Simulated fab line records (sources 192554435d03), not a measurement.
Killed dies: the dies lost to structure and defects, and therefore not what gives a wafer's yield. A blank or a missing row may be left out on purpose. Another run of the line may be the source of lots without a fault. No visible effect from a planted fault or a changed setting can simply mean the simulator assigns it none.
What tool caused it? :: flow n5Finfet :: route of 1938 steps, sampled at 1 step: 11 lots, 33 wafers

WHAT THE GAUGES READ, wafer by wafer
N5_BEOL_M12_CD_MEAS_17 targets a cd of 140 nm.
lot: L570
measured: day 10 16:49
on: cdSem-01
cdNm (nm): 139.6 140.4 139.8

lot: L575
measured: day 12 17:47
on: cdSem-01
cdNm (nm): 141.5 139.5 140.5

lot: L576
measured: day 12 22:16
on: cdSem-03
cdNm (nm): 141.8 142.9 140.6

lot: L577
measured: day 13 01:44
on: cdSem-03
cdNm (nm): 140.5 141.5 141.2

lot: L580
measured: day 13 02:01
on: cdSem-03
cdNm (nm): 140.6 138.8 141.1

lot: L578
measured: day 13 09:29
on: cdSem-03
cdNm (nm): 139.4 140.2 141.3

lot: L579
measured: day 13 10:22
on: cdSem-01
cdNm (nm): 143.8 140.5 139.7

lot: L581
measured: day 13 16:50
on: cdSem-03
cdNm (nm): 140.7 140.9 139.7

lot: L588
measured: day 15 18:55
on: cdSem-02
cdNm (nm): 139.7 143.4 143.3

lot: L590
measured: day 16 01:51
on: cdSem-02
cdNm (nm): 140.4 141.4 138.4

lot: L587
measured: day 16 02:53
on: cdSem-03
cdNm (nm): 141.5 141.3 142.2

TOOL THAT RAN EACH LOT (tool first, then ch and the chambers of the sampled wafers, then the start)
No process step before these readings appears in the record.

THE ANSWER, worked out from the rows above alone
Rule: the usual values come from the lots themselves. Put in order of their means at a reading, lots are off if they are a third of the lots or fewer, leave a main group of 4 or more, and stand apart from it by a gap of 3 or more times the standard deviation of the main group's means; of several such gaps the widest counts. A main group whose means are all the same, to the digits that the tables above print for the reading, isn't used. A lot without any number at a reading at which 4 lots or more have one is off too. Where the step has rows for the other lots, those lots are counted as sound.
No lot is off on any of the readings shown, so nothing can be concluded from this.

WHAT THE SIMULATOR PUT IN
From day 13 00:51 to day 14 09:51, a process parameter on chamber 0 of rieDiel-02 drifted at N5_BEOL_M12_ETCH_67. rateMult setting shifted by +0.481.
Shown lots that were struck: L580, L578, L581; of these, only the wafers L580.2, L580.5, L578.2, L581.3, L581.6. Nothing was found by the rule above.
